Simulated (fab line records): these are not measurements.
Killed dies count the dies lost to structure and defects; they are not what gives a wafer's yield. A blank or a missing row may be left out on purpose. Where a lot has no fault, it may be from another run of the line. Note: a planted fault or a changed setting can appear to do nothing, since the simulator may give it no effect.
fab line records + flow nandHarc
[record]
- lots = 12
- wafers = 36
- lastDay = 25
route steps=1159 shown A_CONTACT@936 END@1159
lots that met no fault: taken from a fault-free run of the same line
startH: hours from the record's first day to the start of the lot's first wafer shown + waitH: time in hours since the lot's previous step + " the same as in the row above + L1.1+2: a row that stands for several wafers + - value missing, or start not given + * or withheld: withheld + < > ~ a bound
route shown NAME@n: names a module that has steps shown in the file, with the first one's number in the route + usual: mean/standard deviation taken from wafers without a fault + same: alike in all rows + chamber/n: place in a boat + sites: readings site by site + _std_site: standard deviation of those values + _edge_site: outer sites' mean less inner sites' + radiusMm: how far each site lies from the wafer's centre + mask NAME#n: copy n + behind: tool/chamber where the wafer was last shaped + hold: cause of the lot's hold/its duration in hours/its outcome + device: the transistor (n, p or np) that didn't switch + end of line: the route-end tests of the same wafers + a step without rows: its recipe alone + killed: not the wafer's yield, but the dies lost to structure and defects at the first sort + map: a wafer's dies, marking killed ones x, the rest . and places with no die _
set.NAME: setting as actually run; set.NAME@STEP: the setting as run at that earlier step + model.NAME: the simulator's own value behind a step, which no gauge read
a sample of lots followed through the steps of the route, with each step as a table and each wafer as a row
services: from which hour (startH, from the record's first day; less than 0 if before it) a tool's chamber was out of use, for how many hours, and why
[[steps]]
[step NHARC_A_CONTACT_OVL_MEAS_09]
[usual]
- overlayXNm = -0.1/0.71
- overlayYNm = 0.0/0.88
| lot.wafer | tool       | chamber | startH | waitH | overlayXNm | overlayYNm |
|-----------|------------|---------|--------|-------|------------|------------|
| L147.1    | overlay-01 | -       | 384.35 | -     | -1.2       | 0.4        |
| L147.2    | "          | -       | "      | "     | -1.4       | 0.4        |
| L147.5    | "          | -       | "      | "     | -1.8       | 0.3        |
| L158.2    | overlay-02 | -       | 452.57 | -     | 0.4        | 0.3        |
| L158.3    | "          | -       | "      | "     | 0.3        | -0.1       |
| L158.6    | "          | -       | "      | "     | 0.2        | -0.1       |
| L161.3    | overlay-02 | -       | 456.58 | -     | 1.1        | -0.4       |
| L161.5    | "          | -       | "      | "     | 1.2        | -0.9       |
| L161.6    | "          | -       | "      | "     | 1.0        | -0.3       |
| L160.1    | overlay-01 | -       | 458.37 | -     | 1.3        | -0.1       |
| L160.3    | "          | -       | "      | "     | 1.6        | 0.5        |
| L160.5    | "          | -       | "      | "     | 1.1        | -0.2       |
| L159.1    | overlay-01 | -       | 474.19 | -     | -1.4       | -0.4       |
| L159.5    | "          | -       | "      | "     | -1.6       | -0.2       |
| L159.6    | "          | -       | "      | "     | -0.8       | 0.1        |
| L162.1    | overlay-02 | -       | 475.12 | -     | 0.3        | -0.5       |
| L162.3    | "          | -       | "      | "     | 0.3        | -0.1       |
| L162.6    | "          | -       | "      | "     | 0.3        | -0.6       |
| L164.1    | overlay-02 | -       | 482.92 | -     | 0.0        | -1.2       |
| L164.3    | "          | -       | "      | "     | -0.5       | -1.0       |
| L164.4    | "          | -       | "      | "     | 0.3        | -0.8       |
| L163.1    | overlay-01 | -       | 488.36 | -     | 0.2        | -0.4       |
| L163.2    | "          | -       | "      | "     | 0.3        | -0.6       |
| L163.6    | "          | -       | "      | "     | 0.1        | 0.0        |
| L166.4    | overlay-01 | -       | 488.44 | -     | 0.4        | -1.4       |
| L166.5    | "          | -       | "      | "     | 0.3        | -1.5       |
| L166.6    | "          | -       | "      | "     | -0.4       | -1.4       |
| L165.2    | overlay-01 | -       | 489.14 | -     | 0.7        | 0.7        |
| L165.4    | "          | -       | "      | "     | 1.1        | 0.6        |
| L165.5    | "          | -       | "      | "     | 0.3        | 0.6        |
| L169.3    | overlay-01 | -       | 525.46 | -     | 0.0        | 0.4        |
| L169.5    | "          | -       | "      | "     | 0.4        | 0.5        |
| L169.6    | "          | -       | "      | "     | -0.4       | 0.7        |
| L170.1    | overlay-02 | -       | 530.47 | -     | 0.0        | 2.0        |
| L170.5    | "          | -       | "      | "     | -1.0       | 2.2        |
| L170.6    | "          | -       | "      | "     | -0.1       | 2.3        |
[step NHARC_A_CONTACT_ETCH_136]
[recipe]
- sourceW = withheld
- pressureMtorr = 20
- biasV = 3000
- timeS = 132
- targetDepthA = 12870
- arFlowSccm = withheld
- c4f8FlowSccm = withheld
- o2FlowSccm = withheld
- chemistry = C4F8/O2/Ar
| lot.wafer | tool          | chamber | startH | waitH | rfHoursCounterH |
|-----------|---------------|---------|--------|-------|-----------------|
| L147.2    | harCapEtch-01 | 1       | 385.85 | 0.1   | 59              |
| L147.1    | "             | 0       | "      | "     | 59              |
| L147.5    | "             | 0       | "      | "     | -               |
| L158.2    | harCapEtch-02 | 1       | 454.02 | 0.1   | 26              |
| L158.3    | "             | 0       | "      | "     | -               |
| L158.6    | "             | 1       | "      | "     | -               |
| L161.3    | harCapEtch-02 | 1       | 458.31 | 0.1   | -               |
| L161.5    | "             | 0       | "      | "     | -               |
| L161.6    | "             | 1       | "      | "     | -               |
| L160.1    | harCapEtch-01 | 0       | 459.83 | 0.1   | 73              |
| L160.3    | "             | 1       | "      | "     | -               |
| L160.5    | "             | 1       | "      | "     | -               |
| L159.1    | harCapEtch-03 | 0       | 475.62 | 0.1   | 100             |
| L159.5    | "             | 1       | "      | "     | -               |
| L159.6    | "             | 0       | "      | "     | -               |
| L162.1    | harCapEtch-02 | 0       | 476.54 | 0.1   | 30              |
| L162.3    | "             | 0       | "      | "     | -               |
| L162.6    | "             | 0       | "      | "     | -               |
| L164.1    | harCapEtch-03 | 1       | 484.34 | 0.1   | 102             |
| L164.4    | "             | 1       | "      | "     | -               |
| L164.3    | "             | 0       | "      | "     | -               |
| L163.2    | harCapEtch-02 | 1       | 489.77 | 0.1   | 32              |
| L163.1    | "             | 0       | "      | "     | 32              |
| L163.6    | "             | 0       | "      | "     | -               |
| L166.4    | harCapEtch-01 | 1       | 490.12 | 0.1   | -               |
| L166.6    | "             | 0       | "      | "     | -               |
| L166.5    | "             | 1       | "      | "     | -               |
| L165.2    | harCapEtch-03 | 1       | 490.94 | 0.1   | 103             |
| L165.4    | "             | 1       | "      | "     | -               |
| L165.5    | "             | 1       | "      | "     | -               |
| L169.3    | harCapEtch-03 | 0       | 527.25 | 0.1   | -               |
| L169.5    | "             | 0       | "      | "     | -               |
| L169.6    | "             | 1       | "      | "     | -               |
| L170.1    | harCapEtch-02 | 1       | 531.88 | 0.1   | 39              |
| L170.6    | "             | 1       | "      | "     | -               |
| L170.5    | "             | 0       | "      | "     | -               |
[step NHARC_A_CONTACT_ETCH_110]
[recipe]
- targetDepthA = 500
- overetchA = 50
- timeS = 27.5
- ionEnergyEv = 100
- cf4FlowSccm = 80
- o2FlowSccm = 20
- arFlowSccm = 0
- rfW = 300
- biasW = 100
- chemistry = CF4/O2
[usual]
- drypumpMotorCurrentA = 5.6/0.34
- oesProductAu = 1.000/0.0083
- rfVppV = 198.3/1.1
- showerheadPlenumPTorr = 1.35/0.036
- throttleValvePct = 13.397/0.0086
| lot.wafer | tool       | chamber | startH | waitH | drypumpMotorCurrentA | oesProductAu | rfHoursCounterH | rfVppV | showerheadPlenumPTorr | throttleValvePct |
|-----------|------------|---------|--------|-------|----------------------|--------------|-----------------|--------|-----------------------|------------------|
| L147.2    | rieDiel-02 | 1       | 387.13 | 0.1   | 5.5                  | 0.997        | 11              | 198.8  | 1.39                  | 13.419           |
| L147.1    | "          | 3       | "      | "     | 5.1                  | 0.995        | 11              | 198.1  | 1.36                  | 13.390           |
| L147.5    | "          | 1       | "      | "     | 5.5                  | 1.002        | -               | 200.3  | 1.39                  | 13.397           |
| L158.3    | rieDiel-02 | 2       | 455.29 | 0.1   | 6.1                  | 1.001        | 19              | 197.1  | 1.30                  | 13.415           |
| L158.2    | "          | 3       | "      | "     | 5.0                  | 0.998        | 25              | 197.4  | 1.36                  | 13.393           |
| L158.6    | "          | 0       | "      | "     | 5.5                  | 1.004        | -               | 197.0  | 1.33                  | 13.392           |
| L161.3    | rieDiel-08 | 3       | 460.22 | 0.1   | 6.2                  | 1.011        | 56              | 199.7  | 1.37                  | 13.396           |
| L161.5    | "          | 3       | "      | "     | 6.2                  | 1.016        | -               | 197.3  | 1.37                  | 13.398           |
| L161.6    | "          | 0       | "      | "     | 5.2                  | 1.007        | -               | 197.3  | 1.30                  | 13.396           |
| L160.1    | rieDiel-08 | 2       | 461.12 | 0.1   | 5.5                  | 1.001        | 51              | 198.5  | 1.39                  | 13.397           |
| L160.3    | "          | 3       | "      | "     | 6.2                  | 1.014        | 56              | 198.6  | 1.37                  | 13.394           |
| L160.5    | "          | 0       | "      | "     | 5.2                  | 1.014        | -               | 196.1  | 1.30                  | 13.382           |
| L159.1    | rieDiel-08 | 2       | 477.24 | 0.1   | 5.5                  | 0.997        | 59              | 200.6  | 1.39                  | 13.393           |
| L159.6    | "          | 0       | "      | "     | 5.2                  | 1.007        | -               | 197.0  | 1.30                  | 13.403           |
| L159.5    | "          | 1       | "      | "     | 5.7                  | 1.008        | -               | 198.6  | 1.40                  | 13.406           |
| L162.1    | rieDiel-02 | 1       | 477.99 | 0.1   | 5.5                  | 1.005        | 29              | 200.5  | 1.39                  | 13.396           |
| L162.3    | "          | 3       | "      | "     | 5.1                  | 1.004        | 29              | 197.8  | 1.36                  | 13.414           |
| L162.6    | "          | 0       | "      | "     | 5.5                  | 0.997        | -               | 197.7  | 1.33                  | 13.391           |
| L164.3    | rieDiel-02 | 1       | 485.74 | 0.1   | 5.5                  | 0.996        | 30              | 198.6  | 1.39                  | 13.380           |
| L164.4    | "          | 2       | "      | "     | 6.1                  | 0.998        | 23              | 196.4  | 1.30                  | 13.406           |
| L164.1    | "          | 3       | "      | "     | 5.1                  | 0.999        | 31              | 197.9  | 1.36                  | 13.386           |
| L163.2    | rieDiel-02 | 3       | 491.06 | 0.0   | 5.1                  | 0.998        | 32              | 198.8  | 1.36                  | 13.405           |
| L163.1    | "          | 2       | "      | "     | 6.1                  | 1.002        | 23              | 196.7  | 1.30                  | 13.401           |
| L163.6    | "          | 0       | "      | "     | 5.5                  | 0.994        | -               | 198.2  | 1.33                  | 13.413           |
| L166.4    | rieDiel-08 | 2       | 491.52 | 0.1   | 5.5                  | 0.989        | 0               | 199.2  | 1.39                  | 13.392           |
| L166.6    | "          | 1       | "      | "     | 5.7                  | 1.010        | -               | 198.6  | 1.40                  | 13.413           |
| L166.5    | "          | 2       | "      | "     | 5.5                  | 0.990        | -               | 200.4  | 1.39                  | 13.396           |
| L165.2    | rieDiel-04 | 3       | 492.22 | 0.0   | 5.8                  | 1.016        | 4               | 197.2  | 1.31                  | 13.392           |
| L165.4    | "          | 1       | "      | "     | 5.6                  | 0.983        | 5               | 197.8  | 1.36                  | 13.393           |
| L165.5    | "          | 3       | "      | "     | 5.8                  | 1.015        | -               | 198.5  | 1.31                  | 13.410           |
| L169.3    | rieDiel-04 | 1       | 529.07 | 0.1   | 5.6                  | 0.979        | 22              | 199.6  | 1.36                  | 13.396           |
| L169.6    | "          | 1       | "      | "     | 5.6                  | 0.991        | -               | 200.3  | 1.36                  | 13.392           |
| L169.5    | "          | 3       | "      | "     | 5.8                  | 1.008        | -               | 198.6  | 1.31                  | 13.405           |
| L170.1    | rieDiel-02 | 1       | 533.35 | 0.0   | 5.5                  | 1.009        | 4               | 200.1  | 1.39                  | 13.399           |
| L170.5    | "          | 1       | "      | "     | 5.5                  | 0.998        | -               | 200.5  | 1.38                  | 13.389           |
| L170.6    | "          | 2       | "      | "     | 6.1                  | 0.989        | -               | 196.8  | 1.30                  | 13.395           |
[step NHARC_A_CONTACT_CVD_19]
[recipe]
- targetThkA = 3000
- tempC = 300
- pressureTorr = 40
- wf6FlowSccm = 40
- h2FlowSccm = 1600
- arFlowSccm = 1560
- timeS = 802
- material = W
[usual]
- chamberPressureTorr = 40.01/0.091
- heaterPowerW = 460/50
- throttleValvePct = 7.99/0.21
| lot.wafer | tool    | chamber | startH | waitH | chamberPressureTorr | heaterPowerW | throttleValvePct |
|-----------|---------|---------|--------|-------|---------------------|--------------|------------------|
| L147.1    | cvdW-02 | 0       | 394.81 | -     | 39.98               | 456          | 7.62             |
| L147.2    | "       | 1       | "      | "     | 40.00               | 404          | 7.97             |
| L147.5    | "       | 0       | "      | "     | 39.98               | 457          | 7.70             |
| L147.1    | cvdW-02 | 0       | 396.08 | 1.1   | 39.95               | 465          | 8.01             |
| L147.2    | "       | 1       | "      | "     | 39.91               | 400          | 8.18             |
| L147.5    | "       | 0       | "      | "     | 40.08               | 456          | 7.97             |
| L158.2    | cvdW-02 | 0       | 460.34 | -     | 39.95               | 466          | 7.71             |
| L158.3    | "       | 1       | "      | "     | 40.04               | 398          | 8.06             |
| L158.6    | "       | 0       | "      | "     | 39.83               | 463          | 8.07             |
| L158.2    | cvdW-02 | 0       | 465.40 | 4.9   | 39.99               | 465          | 7.97             |
| L158.3    | "       | 1       | "      | "     | 40.00               | 409          | 8.32             |
| L158.6    | "       | 0       | "      | "     | 40.07               | 454          | 7.96             |
| L160.1    | cvdW-02 | 1       | 465.40 | -     | 40.08               | 394          | 7.77             |
| L160.3    | "       | 1       | "      | "     | 39.93               | 397          | 8.04             |
| L160.5    | "       | 1       | "      | "     | 39.89               | 397          | 7.76             |
| L161.3    | cvdW-01 | 1       | 465.41 | -     | 40.04               | 509          | 8.36             |
| L161.6    | "       | 1       | "      | "     | 40.12               | 517          | 8.33             |
| L161.5    | "       | 0       | "      | "     | 40.00               | 528          | 8.03             |
| L159.1    | cvdW-02 | 1       | 481.33 | -     | 39.98               | 392          | 7.89             |
| L159.5    | "       | 0       | "      | "     | 40.02               | 461          | 7.87             |
| L159.6    | "       | 1       | "      | "     | 39.91               | 405          | 8.10             |
| L162.1    | cvdW-02 | 0       | 481.95 | -     | 39.92               | 465          | 7.94             |
| L162.3    | "       | 0       | "      | "     | 40.02               | 473          | 8.02             |
| L162.6    | "       | 1       | "      | "     | 39.97               | 401          | 8.24             |
| L164.1    | cvdW-01 | 0       | 488.99 | -     | 39.90               | 548          | 7.56             |
| L164.4    | "       | 1       | "      | "     | 39.96               | 505          | 8.06             |
| L164.3    | "       | 0       | "      | "     | 40.03               | 539          | 7.82             |
| L163.2    | cvdW-02 | 1       | 493.33 | -     | 39.97               | 403          | 8.24             |
| L163.1    | "       | 0       | "      | "     | 40.05               | 467          | 8.12             |
| L163.6    | "       | 0       | "      | "     | 40.02               | 471          | 7.56             |
| L166.4    | cvdW-02 | 1       | 494.45 | -     | 39.86               | 409          | 8.11             |
| L166.5    | "       | 0       | "      | "     | 40.01               | 465          | 7.65             |
| L166.6    | "       | 1       | "      | "     | 39.84               | 406          | 8.09             |
| L165.2    | cvdW-02 | 1       | 495.38 | -     | 40.10               | 399          | 8.17             |
| L165.4    | "       | 1       | "      | "     | 40.01               | 404          | 8.27             |
| L165.5    | "       | 0       | "      | "     | 39.97               | 482          | 8.03             |
| L169.3    | cvdW-02 | 1       | 536.76 | -     | 40.01               | 405          | 8.49             |
| L169.6    | "       | 0       | "      | "     | 39.93               | 463          | 8.01             |
| L169.5    | "       | 1       | "      | "     | 39.80               | 405          | 8.02             |
| L170.1    | cvdW-02 | 1       | 537.13 | -     | 40.00               | 397          | 8.17             |
| L170.6    | "       | 1       | "      | "     | 40.12               | 399          | 8.35             |
| L170.5    | "       | 0       | "      | "     | 39.89               | 475          | 7.86             |
[step NHARC_A_CONTACT_CMP_20]
[recipe]
- tOverpolishS = 30
- targetThkNm = 300
[usual]
- motorCurrentA = 12.6/1.4
- overpolishRunS = 30.001/0.0094
- timeToEndpointS = 61/3.1
| lot.wafer | tool   | chamber | startH | waitH | motorCurrentA | overpolishRunS | timeToEndpointS |
|-----------|--------|---------|--------|-------|---------------|----------------|-----------------|
| L147.2    | cmp-03 | 1       | 397.09 | 0.8   | 11.7          | 29.992         | 119             |
| L147.1    | "      | 3       | "      | "     | 14.2          | 30.003         | 125             |
| L147.5    | "      | 1       | "      | "     | 11.6          | 30.007         | 125             |
| L161.3    | cmp-01 | 3       | 466.06 | 0.5   | 11.1          | 30.000         | 59              |
| L161.6    | "      | 3       | "      | "     | 11.1          | 30.007         | 58              |
| L161.5    | "      | 0       | "      | "     | 15.4          | 29.998         | 57              |
| L160.1    | cmp-02 | 2       | 466.21 | 0.7   | 11.5          | 29.978         | 65              |
| L160.3    | "      | 3       | "      | "     | 12.3          | 29.984         | 63              |
| L160.5    | "      | 2       | "      | "     | 12.2          | 29.996         | 63              |
| L158.2    | cmp-01 | 3       | 466.46 | 0.9   | 11.2          | 29.998         | 119             |
| L158.3    | "      | 2       | "      | "     | 11.1          | 29.975         | 122             |
| L158.6    | "      | 0       | "      | "     | 15.9          | 29.989         | 125             |
| L159.1    | cmp-02 | 3       | 482.17 | 0.7   | 12.2          | 29.995         | 65              |
| L159.6    | "      | 1       | "      | "     | 14.0          | 29.993         | 59              |
| L159.5    | "      | 2       | "      | "     | 11.9          | 29.995         | 65              |
| L162.3    | cmp-03 | 1       | 482.84 | 0.5   | 11.9          | 29.983         | 60              |
| L162.1    | "      | 0       | "      | "     | 12.4          | 30.010         | 59              |
| L162.6    | "      | 1       | "      | "     | 12.4          | 30.003         | 60              |
| L164.3    | cmp-01 | 0       | 489.76 | 0.4   | 14.9          | 30.003         | 62              |
| L164.1    | "      | 1       | "      | "     | 11.4          | 30.000         | 61              |
| L164.4    | "      | 3       | "      | "     | 11.1          | 29.994         | 59              |
| L163.2    | cmp-01 | 1       | 494.28 | 0.8   | 11.6          | 30.006         | 63              |
| L163.1    | "      | 2       | "      | "     | 11.3          | 29.990         | 58              |
| L163.6    | "      | 3       | "      | "     | 11.3          | 29.995         | 59              |
| L166.4    | cmp-03 | 1       | 494.96 | 0.4   | 12.3          | 30.011         | 64              |
| L166.6    | "      | 1       | "      | "     | 12.1          | 30.002         | 62              |
| L166.5    | "      | 2       | "      | "     | 12.0          | 30.008         | 66              |
| L165.4    | cmp-02 | 3       | 496.19 | 0.4   | 12.3          | 29.987         | 62              |
| L165.2    | "      | 0       | "      | "     | 12.3          | 30.005         | 56              |
| L165.5    | "      | 2       | "      | "     | 11.7          | 30.005         | 61              |
| L169.3    | cmp-02 | 1       | 537.30 | 0.4   | 14.1          | 30.008         | 59              |
| L169.5    | "      | 0       | "      | "     | 12.5          | 29.997         | 60              |
| L169.6    | "      | 1       | "      | "     | 14.5          | 30.003         | 57              |
| L170.1    | cmp-01 | 1       | 538.10 | 0.8   | 11.7          | 29.995         | 59              |
| L170.5    | "      | 2       | "      | "     | 11.2          | 30.001         | 57              |
| L170.6    | "      | 3       | "      | "     | 10.4          | 29.995         | 56              |
[step NHARC_END_SORT_01]
[recipe]
- tempC = 25
[usual]
- killedAtArray = 28/8.6
- killedAtOther = 0.7/1.2
- killedAtPeriphery = 3.1/2.3
- killedDies = 32/8.7
- killedOpen = 3.2/1.7
- killedShort = 2.0/1.5
[same]
- grossDies = 677
| lot.wafer | tool      | chamber | startH | waitH | killedAtArray | killedAtOther | killedAtPeriphery | killedDies | killedOpen | killedShort |
|-----------|-----------|---------|--------|-------|---------------|---------------|-------------------|------------|------------|-------------|
| L147.1    | prober-02 | 0       | 454.36 | 2.5   | 39            | 0             | 0                 | 39         | 4          | 5           |
| L147.2    | prober-02 | 0       | 455.15 | 2.8   | 32            | 1             | 6                 | 39         | 5          | 2           |
| L147.5    | prober-02 | 0       | 457.53 | 3.7   | 23            | 0             | 2                 | 25         | 3          | 2           |
| L158.2    | prober-01 | 0       | 520.75 | 2.8   | 39            | 0             | 1                 | 40         | 3          | 1           |
| L158.3    | prober-01 | 0       | 521.56 | 3.1   | 33            | 0             | 0                 | 33         | 1          | 0           |
| L158.6    | prober-01 | 0       | 523.98 | 4.0   | 48            | 0             | 3                 | 51         | 2          | 3           |
// killed by level:class
L147.1 A_CHANNEL_HOLE_D1:chamberFilmFlake=14 A_SLIT:chamberFilmFlake=10 A_CHANNEL_FILL_D1:geometricParticle:short=2 A_WL_FILL:geometricParticle:open=2 A_STAIRCASE:chamberFilmFlake=2 A_WL_FILL:chamberFilmFlake=2 A_SGD_CUT:geometricParticle:open=1 A_WL_FILL:geometricParticle:short=1
L147.2 A_CHANNEL_HOLE_D1:chamberFilmFlake=18 A_SLIT:chamberFilmFlake=10 P_M0:geometricParticle:open=2 A_CHANNEL_FILL_D1:geometricParticle:open=2 A_STAIRCASE:chamberFilmFlake=2 P_CONTACT:geometricParticle:short=1 P_CONTACT:geometricParticle:open=1 P_M0:geometricParticle:short=1
L147.5 A_CHANNEL_HOLE_D1:chamberFilmFlake=13 A_SLIT:chamberFilmFlake=4 P_M0:geometricParticle:open=2 A_WL_FILL:chamberFilmFlake=1 A_CHANNEL_FILL_D1:geometricParticle:short=1 A_WL_FILL:geometricParticle:open=1 A_CONTACT:geometricParticle:short=1 A_STAIRCASE:chamberFilmFlake=1
L158.2 A_CHANNEL_HOLE_D1:chamberFilmFlake=15 A_SLIT:chamberFilmFlake=11 A_WL_FILL:chamberFilmFlake=5 A_STAIRCASE:chamberFilmFlake=2 A_SGD_CUT:chamberFilmFlake=2 P_M0:geometricParticle:open=1 A_SOURCE_PLATE:geometricParticle:short=1 A_ONON_D1:geometricParticle:open=1
L158.3 A_CHANNEL_HOLE_D1:chamberFilmFlake=12 A_SLIT:chamberFilmFlake=11 A_STAIRCASE:chamberFilmFlake=4 A_WL_FILL:chamberFilmFlake=3 A_SGD_CUT:chamberFilmFlake=2 A_CONTACT:geometricParticle:open=1
L158.6 A_CHANNEL_HOLE_D1:chamberFilmFlake=19 A_SLIT:chamberFilmFlake=15 A_WL_FILL:chamberFilmFlake=5 A_SGD_CUT:chamberFilmFlake=3 A_CHANNEL_FILL_D1:chamberFilmFlake=2 P_ZERO_WELL:geometricParticle:short=1 P_GATE:geometricParticle:open=1 A_SOURCE_PLATE:geometricParticle:open=1
[[services]]
| tool       | chamber | startH | hours | kind   |
|------------|---------|--------|-------|--------|
| cmp-03     | -       | 373.34 | 1.2   | repair |
| cmp-01     | -       | 375.50 | 4.0   | pm     |
| cvdW-02    | -       | 378.99 | 13.0  | pm     |
| cmp-03     | -       | 383.36 | 6.5   | repair |
| cmp-02     | -       | 398.69 | 0.6   | repair |
| rieDiel-02 | 2       | 399.59 | 5.1   | repair |
| cmp-02     | -       | 400.53 | 1.0   | repair |
| rieDiel-08 | -       | 412.46 | 2.5   | repair |
| cmp-02     | -       | 422.76 | 4.0   | pm     |
| cmp-03     | -       | 427.81 | 0.9   | repair |
| cmp-01     | -       | 440.44 | 2.1   | repair |
| cmp-02     | -       | 444.38 | 0.4   | repair |
| cmp-03     | -       | 450.13 | 4.0   | pm     |
| rieDiel-02 | 2       | 459.83 | 4.2   | repair |
| rieDiel-02 | 1       | 462.89 | 1.5   | repair |
| cmp-01     | -       | 473.50 | 4.0   | pm     |
| rieDiel-02 | 2       | 475.63 | 6.5   | repair |
| rieDiel-08 | -       | 478.86 | 9.0   | pm     |
| cmp-01     | -       | 495.67 | 1.7   | repair |
| cmp-02     | -       | 500.94 | 2.2   | repair |
| rieDiel-02 | -       | 504.83 | 9.0   | pm     |
| cmp-02     | -       | 520.76 | 4.0   | pm     |
| cmp-03     | -       | 522.23 | 3.7   | repair |
| rieDiel-08 | 3       | 523.50 | 2.9   | repair |
[[key]]
[firstSign]
- step = NHARC_A_CONTACT_CVD_19
- reading = visit
- direction = added
[effect]
- step = NHARC_A_CONTACT_CMP_20
- reading = timeToEndpointS
- direction = up
- sigmas = 20
- usual = *
- struck = *
metAt NHARC_A_CONTACT_CVD_19
struckLots L147,L158
testerLeftOut L147,L158
notActingAt NHARC_A_CONTACT_OVL_MEAS_09,NHARC_A_CONTACT_ETCH_136,NHARC_A_CONTACT_ETCH_110
[fault]
- kind = repeatedStepWhole
- tool = cvdW-01,cvdW-02
- chamber = -
- onsetH = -
- steps = NHARC_A_CONTACT_CVD_19
- times = 1
- scope = struckLotsOnly
// testerLeftOut: of these lots the tester's yield and bins aren't shown, on N5 and GAA mostly nor the transistor test; their killed dies are dies lost to structure and defects alone, not to doping, threshold or leakage, so they don't give the yield
